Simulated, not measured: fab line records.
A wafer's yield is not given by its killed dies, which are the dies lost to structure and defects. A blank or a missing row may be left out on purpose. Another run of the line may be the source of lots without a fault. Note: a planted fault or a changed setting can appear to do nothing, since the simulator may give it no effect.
fab line records	flow n5_finfet
[record] lots = 6	wafers = 16	last_day = 17
route steps=1938 shown STI_FIN_REVEAL@184 DUMMY_GATE@212 BEOL_M4@1111
lots untouched by any fault: they come from a run of this same line in which no faults occurred
start_h: hours from the record's first day to the start of the lot's first wafer shown	wait_h: hours from the lot's prior step to this one	" repeats the value in the row above	L1.1+2: one row covering several wafers at once	- value missing, or start not given	* or withheld: withheld	< > ~ a bound
route shown NAME@n: a module of which the file shows steps, and the number in the route of the first	usual: the fault-free wafers' mean and standard deviation	same: alike in all rows	chamber/n: place in a boat	sites: readings site by site	_std_site: how widely they spread, as a standard deviation	_edge_site: outer sites' mean less inner sites'	radius_mm: for every site, how far away it sits from the centre of the wafer	mask NAME#n: copy n	behind: the last tool/chamber to shape the wafer	hold: why the lot went on hold/how many hours it stayed there/how the hold came to an end	device: whichever transistor did not switch (one of n, p or np)	end of line: the same wafers' tests at the end of the route	a step given without rows: its recipe and nothing more	killed: dies that structure and defects cost at the first sort, which is not the same as the wafer's yield	map: a wafer's dies, marking killed ones x, the rest . and places with no die _
set.NAME: the setting as run; set.NAME@STEP: as run at that earlier step	model.NAME: the simulator's own value behind a step, which no gauge read
lots at selected steps of the route; one table per step, one row per wafer
services: a tool's chamber out of use, with start hour (start_h, from the record's first day; less than 0 if before it), hours out, and reason
[[steps]]
[step N5_STI_FIN_REVEAL_ALD_14]
[recipe] material = Si3N4	target_thk_a = 30	temp_c = 400	ald_precursor_family = SiH2I2	ald_co_reactant = N2/H2-plasma	pressure_torr = 2
[step N5_STI_FIN_REVEAL_FCVD_FILL_01]
[recipe] material = SiO2_flowable	target_thk_a = 3120	temp_c = 100	pressure_torr = 0.8	rf_w = 2000	time_s = 512.2
[step N5_STI_FIN_REVEAL_DENSIFY_02]
[recipe] temp_c = 650	ambient = steam	time_s = 1800	idle_temp_c = 400	densification_p_h2o_torr = 640
[step N5_STI_FIN_REVEAL_CMP_04]
[recipe] stop_on = Si3N4	t_overpolish_s = 4	down_force_psi = 2	platen_rpm = 54.18	post_cmp_clean = alkaline_brush	pad_velocity_m_s = 1.078	target_thk_nm = 131.83
[step N5_STI_FIN_REVEAL_THK_MEAS_05]
[usual] thk_nm = 132.2/1.1
lot.wafer	tool	chamber	start_h	wait_h	thk_nm
L223.2	film_metro-02	-	66.54	-	133.3
L223.4	"	-	"	"	133.8
L223.6	"	-	"	"	133.6
L225.2	film_metro-01	-	77.09	-	131.2
L225.5	"	-	"	"	131.6
L230.3	film_metro-01	-	107.36	-	130.7
L230.4	"	-	"	"	131.4
L233.1	film_metro-01	-	125.37	-	133.8
L233.3	"	-	"	"	132.7
L233.5	"	-	"	"	132.6
L237.2	film_metro-02	-	151.18	-	131.7
L237.5	"	-	"	"	133.0
L237.6	"	-	"	"	130.7
L240.2	film_metro-02	-	166.26	-	133.1
L240.3	"	-	"	"	132.6
L240.6	"	-	"	"	132.7
[step N5_STI_FIN_REVEAL_DENSIFY_30]
[recipe] temp_c = *	time_s = *	ambient = N2	idle_temp_c = 600	ramp_up_c_per_s = 150	ramp_down_c_per_s = 60	cool_to_c = 600
[step N5_STI_FIN_REVEAL_ETCHBACK_08]
[recipe] chemistry = C4F6/O2	target = SiO2	target_depth_a = 305	time_s = 10.167	ion_energy_ev = 250	pressure_mtorr = 30	source_w = 345	bias_w = 185	Ar_flow_sccm = 300	C4F6_flow_sccm = 10	O2_flow_sccm = 10
[usual] drypump_motor_current_A = 5.8/0.41	oes_product_au = 0.75/0.057	rf_vpp_V = 664/9	showerhead_plenum_p_Torr = 2.85/0.096	throttle_valve_pct = 21.18/0.18
lot.wafer	tool	chamber	start_h	wait_h	drypump_motor_current_A	oes_product_au	rf_hours_counter_h	rf_vpp_V	showerhead_plenum_p_Torr	throttle_valve_pct
L223.2	rie_diel-01	2	66.78	0.2	6.4	0.71	190	667	2.93	21.06
L223.4	"	0	"	"	5.4	0.84	39	661	2.89	20.90
L223.6	"	0	"	"	5.4	0.84	-	661	2.89	20.90
L225.2	rie_diel-06	0	77.39	0.2	6.0	0.80	108	659	2.97	21.09
L225.5	"	1	"	"	5.7	0.74	-	666	2.84	21.52
L230.3	rie_diel-06	2	107.60	0.1	5.6	0.73	189	667	2.70	21.08
L230.4	"	3	"	"	5.7	0.81	106	680	2.98	21.19
L233.1	rie_diel-01	3	125.97	0.3	5.3	0.73	197	672	2.83	21.14
L233.3	"	2	"	"	6.3	0.70	210	665	2.92	21.08
L233.5	"	3	"	"	5.3	0.73	-	671	2.84	21.14
L237.2	rie_diel-05	3	151.42	0.2	5.1	0.72	194	650	2.84	21.26
L237.5	"	1	"	"	6.6	1.03	-	660	3.05	21.30
L237.6	"	2	"	"	5.5	0.68	-	675	2.71	21.26
L240.2	rie_diel-06	2	166.58	0.2	5.6	0.71	207	666	2.69	21.12
L240.3	"	1	"	"	5.7	0.73	235	665	2.83	21.57
L240.6	"	1	"	"	5.7	0.72	-	666	2.83	21.57
[step N5_STI_FIN_REVEAL_STRIP_24]
[recipe] chemistry = N2/H2	time_s = 90	power_w = 100	temp_c = 40	pressure_mtorr = 100	rf_frequency_hz = 6e+07	bias_power_w = 3	n2_flow_sccm = 300	h2_flow_sccm = 300
[usual] drypump_motor_current_A = 5.8/0.41	oes_product_au = 0.75/0.063	rf_vpp_V = 45.2/0.82	showerhead_plenum_p_Torr = 3.39/0.11	throttle_valve_pct = 12.26/0.22
lot.wafer	tool	chamber	start_h	wait_h	drypump_motor_current_A	oes_product_au	rf_hours_counter_h	rf_vpp_V	showerhead_plenum_p_Torr	throttle_valve_pct
L223.2	rie_diel-01	2	66.82	0.0	6.4	0.71	190	45.3	3.48	12.14
L223.4	"	0	"	"	5.5	0.85	39	46.8	3.43	11.85
L223.6	"	0	"	"	5.5	0.86	-	44.9	3.43	11.86
L225.2	rie_diel-06	0	77.43	0.0	6.0	0.79	108	45.7	3.53	12.13
L225.5	"	1	"	"	5.7	0.74	-	45.7	3.37	12.60
L230.3	rie_diel-06	2	107.64	0.0	5.6	0.70	189	46.9	3.22	12.28
L230.4	"	3	"	"	5.8	0.81	106	44.1	3.51	12.04
L233.1	rie_diel-01	3	126.00	0.0	5.3	0.73	197	44.6	3.37	12.26
L233.3	"	2	"	"	6.4	0.69	210	46.3	3.47	12.18
L233.5	"	3	"	"	5.3	0.73	-	45.1	3.37	12.27
L237.2	rie_diel-05	3	151.45	0.0	5.1	0.72	194	45.3	3.32	12.22
L237.5	"	1	"	"	6.6	1.05	-	45.6	3.63	12.13
L237.6	"	2	"	"	5.5	0.69	-	43.9	3.20	12.35
L240.2	rie_diel-06	2	166.62	0.0	5.6	0.70	207	45.9	3.21	12.34
L240.3	"	1	"	"	5.8	0.71	235	47.0	3.35	12.68
L240.6	"	1	"	"	5.8	0.71	-	45.5	3.35	12.70
[step N5_STI_FIN_REVEAL_PRECLEAN_25]
[recipe] chemistry = SPM	time_s = 90	temp_c = 120	mix = 4:1
[step N5_STI_FIN_REVEAL_PRECLEAN_26]
[recipe] chemistry = SC1	time_s = 45	temp_c = 46	mix = 1:2:100
[step N5_STI_FIN_REVEAL_PRECLEAN_29]
[recipe] chemistry = DHF	time_s = 30	temp_c = 25	dilution = 300:1
[step N5_STI_FIN_REVEAL_SRD_12]
[recipe] time_s = 30	temp_c = 23	rinse_liquid = diw	dry = ipa_marangoni
[step N5_STI_FIN_REVEAL_RECESS_09]
[recipe] chemistry = HF/NH3	target = SiO2	afs_cycles = 11	target_depth_a = 425	temp_c = 30	sublimation_temp_c = 180	sublimation_time_s = 60
[usual] drypump_motor_current_A = 5.9/0.35
lot.wafer	tool	chamber	start_h	wait_h	drypump_motor_current_A
L223.2	vapor_etch-02	1	67.03	0.0	6.0
L223.4	"	0	"	"	6.3
L223.6	"	0	"	"	6.3
L225.2	vapor_etch-01	1	77.64	0.0	5.6
L225.5	"	0	78.70	1.1	5.4
L230.3	vapor_etch-01	1	108.39	0.6	5.6
L230.4	"	0	"	"	5.5
L233.1	vapor_etch-02	1	126.22	0.0	6.0
L233.3	"	1	"	"	6.0
L233.5	"	1	"	"	6.0
L237.2	vapor_etch-02	0	151.67	0.0	6.4
L237.5	"	0	152.73	1.1	6.3
L237.6	"	1	"	"	6.0
L240.2	vapor_etch-01	0	166.83	0.0	5.4
L240.3	"	0	"	"	5.4
L240.6	"	0	"	"	5.4
[step N5_STI_FIN_REVEAL_STRIP_16]
[recipe] chemistry = H3PO4	material = SiNx	temp_c = 165	target_depth_a = 238	overetch_fraction = 0.4964	dry = ipa_marangoni
[step N5_STI_FIN_REVEAL_PRECLEAN_17]
[recipe] chemistry = NF3:NH3	afs_cycles = 1	temp_c = 30	time_s = 20	sublimation_temp_c = 180	sublimation_time_s = 60	pressure_torr = 3	rf_power_w = 30
[step N5_STI_FIN_REVEAL_ETCH_34]
[recipe] chemistry = H2	mode = isotropic	material = Si	target = Si	target_depth_a = 9.7	temp_c = 20	pressure_mtorr = 4.5	icp_w = 300	bias_w = 0	h2_flow_sccm = 7.5	he_flow_sccm = 142.5
[usual] drypump_motor_current_A = 5.6/0.35	oes_product_au = 1.006/0.019	throttle_valve_pct = 25.8/0.42
lot.wafer	tool	chamber	start_h	wait_h	drypump_motor_current_A	oes_product_au	rf_hours_counter_h	throttle_valve_pct
L223.2	rie_si-06	0	69.12	0.1	5.4	0.988	87	26.1
L223.4	"	2	"	"	5.6	1.009	121	25.3
L223.6	"	2	"	"	5.6	1.013	-	25.4
L225.2	rie_si-01	1	79.74	0.1	5.5	0.995	160	25.3
L225.5	"	1	"	"	5.5	1.003	-	25.3
L230.3	rie_si-06	3	109.99	0.1	5.6	1.018	170	26.4
L230.4	"	0	"	"	5.5	0.988	88	26.1
L233.1	rie_si-06	1	128.31	0.2	5.9	1.002	92	25.8
L233.3	"	3	"	"	5.7	1.008	171	26.5
L233.5	"	0	"	"	5.4	0.976	-	26.1
L237.2	rie_si-04	0	153.76	0.1	5.9	1.020	118	26.2
L237.5	"	3	"	"	6.2	1.013	-	25.4
L237.6	"	0	"	"	5.9	1.023	-	26.2
L240.2	rie_si-01	2	168.92	0.1	5.0	1.034	161	25.8
L240.3	"	1	"	"	5.5	1.008	162	25.4
L240.6	"	1	"	"	5.5	1.012	-	25.3
[step N5_STI_FIN_REVEAL_OXIDATION_31]
[recipe] chemistry = O2_PLASMA_REMOTE	temp_c = 150	time_s = 20	pressure_mtorr = 1000	source_power_w = 2000	o2_flow_sccm = 3000
[usual] drypump_motor_current_A = 5.6/0.32	heater_power_w = 152/17	o2_flow_sccm = 3001/8.6	temp_c_max = 150.54/0.17
lot.wafer	tool	chamber	start_h	wait_h	drypump_motor_current_A	heater_power_w	o2_flow_sccm	rf_hours_counter_h	temp_c_max
L223.2	plasma_asher-01	1	69.18	0.0	6.0	147	3001	83	150.75
L223.4	"	0	"	"	5.2	173	3003	-	150.53
L223.6	"	0	"	"	5.2	175	3003	-	150.58
L225.2	plasma_asher-01	0	79.80	0.0	5.2	178	2998	85	150.58
L225.5	"	1	"	"	6.0	145	2993	-	150.28
L230.3	plasma_asher-01	0	110.07	0.1	5.3	176	2992	-	150.78
L230.4	"	1	"	"	6.0	145	2998	-	150.82
L233.1	plasma_asher-02	0	128.41	0.1	5.4	128	3008	46	150.45
L233.3	"	1	"	"	5.9	151	2998	-	150.43
L233.5	"	0	"	"	5.4	133	3006	-	150.57
L237.2	plasma_asher-01	0	153.82	0.0	5.2	176	2994	99	150.92
L237.5	"	1	"	"	6.0	148	3003	-	150.53
L237.6	"	0	"	"	5.2	170	2997	-	150.54
L240.2	plasma_asher-02	1	168.99	0.0	5.8	153	3000	55	150.47
L240.3	"	1	"	"	5.8	148	3012	-	150.55
L240.6	"	1	"	"	5.9	149	2994	-	150.63
[step N5_STI_FIN_REVEAL_PRECLEAN_32]
[recipe] chemistry = NF3:NH3	afs_cycles = 1	temp_c = 30	time_s = 20	sublimation_temp_c = 180	sublimation_time_s = 60	pressure_torr = 3	rf_power_w = 30
[step N5_STI_FIN_REVEAL_STRIP_35]
[recipe] chemistry = H3PO4	material = Si3N4	temp_c = 165	target_depth_a = 40	time_s = 39
[step N5_STI_FIN_REVEAL_SRD_21]
[recipe] dry = ipa_marangoni	time_s = 30	temp_c = 23	rinse_liquid = diw
[step N5_STI_FIN_REVEAL_OXIDATION_33]
[recipe] chemistry = O2_PLASMA_REMOTE	temp_c = 150	time_s = 20	pressure_mtorr = 1000	source_power_w = 2000	o2_flow_sccm = 3000
[step N5_STI_FIN_REVEAL_CLEAN_19]
[recipe] chemistry = O3/DIW	temp_c = 25	time_s = 120	o3_ppm = 10
[step N5_STI_FIN_REVEAL_SRD_23]
[recipe] dry = ipa_marangoni	time_s = 30	temp_c = 23	rinse_liquid = diw
[step N5_STI_FIN_REVEAL_CD_MEAS_22]
[recipe] target_cd_nm = 6.238	pitch_nm = 28	polarity = line
[usual] cd_nm = 6.30/0.27
lot.wafer	tool	chamber	start_h	wait_h	cd_nm
L223.2	cd_sem-03	-	69.70	0.0	6.29
L223.4	"	-	"	"	6.03
L223.6	"	-	"	"	6.38
L225.2	cd_sem-03	-	80.31	0.0	6.30
L225.5	"	-	"	"	6.21
L230.3	cd_sem-03	-	110.56	0.0	6.51
L230.4	"	-	"	"	5.90
L233.1	cd_sem-03	-	128.93	0.0	6.40
L233.3	"	-	"	"	6.22
L233.5	"	-	"	"	5.81
L237.2	cd_sem-02	-	154.34	0.0	6.39
L237.5	"	-	"	"	6.32
L237.6	"	-	"	"	6.30
L240.2	cd_sem-03	-	169.51	0.0	6.54
L240.3	"	-	"	"	6.52
L240.6	"	-	"	"	6.12
[step N5_STI_FIN_REVEAL_FIN_H_MEAS_10]
[usual] trench_depth_nm = 51.7/0.84
lot.wafer	tool	chamber	start_h	wait_h	trench_depth_nm
L223.2	ocd-02	-	69.73	0.0	52.2
L223.4	"	-	"	"	51.6
L223.6	"	-	"	"	51.5
L225.2	ocd-02	-	80.34	0.0	56.1
L225.5	"	-	"	"	52.1
L230.3	ocd-01	-	110.59	0.0	58.4
L230.4	"	-	"	"	52.3
L233.1	ocd-01	-	128.96	0.0	51.6
L233.3	"	-	"	"	52.2
L233.5	"	-	"	"	51.4
L237.2	ocd-02	-	154.37	0.0	49.8
L237.5	"	-	"	"	51.2
L237.6	"	-	"	"	49.8
L240.2	ocd-02	-	169.54	0.0	52.9
L240.3	"	-	"	"	52.9
L240.6	"	-	"	"	52.5
[step N5_STI_FIN_REVEAL_PRECLEAN_18]
[recipe] chemistry = SC2	time_s = 45	temp_c = 35	mix = 1:1:50
[step N5_STI_FIN_REVEAL_SRD_28]
[recipe] dry = ipa_marangoni	time_s = 30	temp_c = 23	rinse_liquid = diw
[step N5_STI_FIN_REVEAL_INSPECT_13]
[recipe] inspect_instrument = darkfield	mode = post_clean
[usual] raw_defect_count = 11/5.1
lot.wafer	tool	chamber	start_h	wait_h	raw_defect_count
L223.2	defect_inspect-02	-	69.82	0.0	12
L223.4	"	-	"	"	10
L223.6	"	-	"	"	6
L225.2	defect_inspect-01	-	80.43	0.0	7
L225.5	"	-	"	"	6
L230.3	defect_inspect-01	-	110.68	0.0	7
L230.4	"	-	"	"	7
L233.1	defect_inspect-02	-	129.04	0.0	12
L233.3	"	-	"	"	14
L233.5	"	-	"	"	7
L237.2	defect_inspect-01	-	154.46	0.0	8
L237.5	"	-	"	"	10
L237.6	"	-	"	"	7
L240.2	defect_inspect-01	-	169.63	0.0	6
L240.3	"	-	"	"	4
L240.6	"	-	"	"	5
[step N5_DUMMY_GATE_PRECLEAN_00]
[recipe] chemistry = O3/DIW	time_s = 60	temp_c = 22	o3_ppm = 10
[step N5_DUMMY_GATE_SRD_01]
[recipe] time_s = 30	temp_c = 23	rinse_liquid = diw	dry = ipa_marangoni
[step N5_DUMMY_GATE_ALD_02]
[recipe] material = SiO2	target_thk_a = 20	temp_c = 300	ald_precursor_family = BDEAS	ald_co_reactant = O2-plasma	pulse_time_s = 1	pressure_torr = 2
[step N5_DUMMY_GATE_CVD_03]
[recipe] material = a-Si	target_thk_a = 1500	temp_c = 530	precursor = SiH4	time_s = 8042
[step N5_DUMMY_GATE_PRECLEAN_46]
[recipe] chemistry = DIW	time_s = 89.5	temp_c = 23
[step N5_DUMMY_GATE_SRD_47]
[recipe] dry_time_s = 32	dry = n2_spin	spin_rpm = 1500
[step N5_DUMMY_GATE_CMP_04]
[recipe] material = a-Si	post_cmp_clean = alkaline_brush
[usual] motor_current_A = 9.9/1.1	time_to_endpoint_s = 14.1/2.6
lot.wafer	tool	chamber	start_h	wait_h	motor_current_A	time_to_endpoint_s
L223.4	cmp-04	1	75.56	0.0	11.1	12.3
L223.2	"	3	"	"	8.7	17.7
L223.6	"	2	"	"	11.2	16.5
L225.2	cmp-04	2	84.88	0.0	11.9	14.1
L225.5	"	3	"	"	8.2	17.7
L230.3	cmp-04	3	114.68	0.1	8.2	17.0
L230.4	"	0	"	"	8.2	13.1
L233.1	cmp-04	1	134.11	0.0	11.6	13.1
L233.3	"	0	"	"	8.3	12.8
L233.5	"	2	"	"	11.3	13.2
L237.2	cmp-01	1	160.45	0.1	8.7	14.2
L237.5	"	0	"	"	9.9	18.8
L237.6	"	1	"	"	8.8	15.4
L240.3	cmp-03	0	176.36	0.1	11.2	14.9
L240.2	"	2	"	"	10.1	11.4
L240.6	"	0	"	"	11.8	13.0
[step N5_DUMMY_GATE_THK_MEAS_05]
[usual] thk_nm = 72.1/1.2
lot.wafer	tool	chamber	start_h	wait_h	thk_nm
L223.2	film_metro-01	-	75.80	0.1	73.1
L223.4	"	-	"	"	71.7
L223.6	"	-	"	"	72.3
L225.2	film_metro-02	-	85.12	0.2	71.1
L225.5	"	-	"	"	74.2
L230.3	film_metro-02	-	114.86	0.1	72.5
L230.4	"	-	"	"	72.1
L233.1	film_metro-01	-	134.35	0.2	72.3
L233.3	"	-	"	"	73.0
L233.5	"	-	"	"	73.0
L237.2	film_metro-02	-	160.66	0.2	73.3
L237.5	"	-	"	"	73.0
L237.6	"	-	"	"	73.3
L240.2	film_metro-01	-	176.57	0.1	71.8
L240.3	"	-	"	"	73.5
L240.6	"	-	"	"	73.0
[step N5_DUMMY_GATE_HM_DEP_06]
[recipe] material = SiNx	target_thk_a = 800	precursor = DCS/NH3	temp_c = 700	pressure_mtorr = 300	time_s = 5141
[step N5_DUMMY_GATE_PECVD_30]
[recipe] material = SiO2	target_thk_a = 550	temp_c = 400	precursor = TEOS/O2	pressure_torr = 6.5	rf_w = withheld	teos_flow_sccm = withheld	gas = O2	flow_sccm = 2650	time_s = 10.8
[step N5_DUMMY_GATE_COAT_34]
[recipe] resist = SOC	temp_c = 250	time_s = 60	spin_rpm = 1500	resist_thk_nm = 60
[step N5_DUMMY_GATE_COAT_35]
[recipe] resist = SiARC	temp_c = 220	time_s = 60	spin_rpm = 1500	resist_thk_nm = 10
[step N5_DUMMY_GATE_COAT_28]
[recipe] resist = underlayer	temp_c = 205	time_s = 60	spin_rpm = 1500	resist_thk_nm = 10
[step N5_DUMMY_GATE_COAT_09]
[recipe] resist = CAR-EUV	spin_rpm = 1500	resist_thk_nm = 30
[step N5_BEOL_M4_RC_MEAS_101]
[usual] DIBL_N = 35.9/1.4	DIBL_P = 35.9/1.7	IOFF_N = 0.160/0.026	IOFF_P = 0.21/0.036	ION_N = 672/11	ION_P = 461/8.1	SS_N = 71.4/0.54	SS_P = 73.2/0.67	VT_N = 249.3/2.7	VT_P = -250/3.9
lot.wafer	tool	chamber	start_h	wait_h	DIBL_N[mV/V]	DIBL_P[mV/V]	IOFF_N[nA/um]	IOFF_P[nA/um]	ION_N[uA/um]	ION_P[uA/um]	SS_N[mV/dec]	SS_P[mV/dec]	VT_N[mV]	VT_P[mV]
L223.2	prober-01	0	206.68	0.2	37.3	36.4	0.173	0.21	675	459	72.2	73.3	249.2	-253
L223.4	"	0	"	"	37.3	36.9	0.181	0.22	679	463	72.2	73.5	247.8	-251
L223.6	"	0	"	"	35.6	33.8	0.142	0.17	659	450	71.8	73.5	253.4	-256
L225.2	prober-01	0	208.83	0.2	35.8	36.1	0.179	0.24	713	499	70.8	73.6	244.5	-246
L225.5	"	0	"	"	35.9	35.5	0.161	0.23	674	477	70.9	73.4	248.7	-245
L230.3	prober-02	0	250.35	0.3	37.5	38.6	0.201	0.24	745	499	72.3	73.6	245.3	-249
L230.4	"	0	"	"	34.6	34.6	0.135	0.18	671	457	71.3	72.2	251.0	-253
L233.1	prober-02	0	254.92	0.0	33.2	33.0	0.127	0.14	662	451	70.4	72.6	252.5	-257
L233.3	"	0	"	"	35.3	35.4	0.143	0.15	667	451	71.1	73.0	251.1	-258
L233.5	"	0	"	"	34.4	34.5	0.135	0.15	663	450	71.1	72.9	250.8	-258
L237.2	prober-01	0	288.54	0.2	36.4	36.7	0.167	0.25	660	463	72.0	73.4	248.3	-246
L237.5	"	0	"	"	35.1	35.9	0.154	0.23	675	472	71.9	73.7	248.9	-247
L237.6	"	0	"	"	33.6	32.9	0.123	0.20	657	461	71.4	72.8	251.9	-250
L240.2	prober-01	0	309.85	0.2	34.5	35.1	0.159	0.19	681	463	71.0	73.0	249.1	-252
L240.3	"	0	"	"	35.1	37.1	0.174	0.22	690	470	71.7	73.1	246.4	-252
L240.6	"	0	"	"	34.4	35.6	0.158	0.20	682	466	71.4	72.7	248.8	-251
[[services]]
tool	chamber	start_h	hours	kind
cmp-03	-	48.56	1.9	repair
cmp-03	-	51.56	4.0	pm
cmp-03	-	55.56	-	consumable_replace:conditioner
cmp-03	-	55.56	-	consumable_replace:pad
cmp-01	-	66.70	2.0	repair
cmp-01	-	76.65	2.6	repair
rie_si-01	-	82.92	15.6	pm
cmp-01	-	107.01	4.6	pm
cmp-01	-	118.11	4.1	repair
rie_diel-06	2	130.51	8.3	repair
rie_diel-05	1	139.24	-	clean
rie_diel-05	1	139.24	-	consumable_replace:focus_ring
rie_diel-05	1	139.24	-	consumable_replace:showerhead
rie_diel-05	1	139.24	12.1	scheduled_down
rie_diel-05	1	139.24	12.1	vent_cycle
rie_si-04	3	142.13	1.4	repair
rie_si-01	3	145.68	7.2	repair
cmp-04	-	158.07	4.0	pm
rie_diel-06	3	159.99	6.8	repair
cmp-04	-	162.07	-	consumable_replace:conditioner
cmp-04	-	162.07	-	consumable_replace:pad
rie_si-01	2	162.76	3.4	repair
cmp-04	-	163.54	6.9	pm
rie_si-01	3	167.42	20.4	repair
[[key]]
[first_sign] step = N5_STI_FIN_REVEAL_FIN_H_MEAS_10	reading = trench_depth_nm	direction = up	sigmas = 6.6	usual = 51.7	struck = 57.2
[effect] step = N5_BEOL_M4_RC_MEAS_101	reading = ION_N	direction = up	sigmas = 5.4	usual = 672	struck = 729
[effect] step = N5_BEOL_M4_RC_MEAS_101	reading = ION_P	direction = up	sigmas = 4.7	usual = 461	struck = 499
met_at N5_STI_FIN_REVEAL_RECESS_09
struck_wafers L225.2,L230.3
[fault] kind = process_parameter_drift	tool = vapor_etch-01	chamber = -	onset_h = 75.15	steps = N5_STI_FIN_REVEAL_RECESS_09	channel = target_depth_a	offset = 51.545	shape = step	end_h = 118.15	scope = struck_wafers_only	acts_in = these_recipes_only	stated = 425
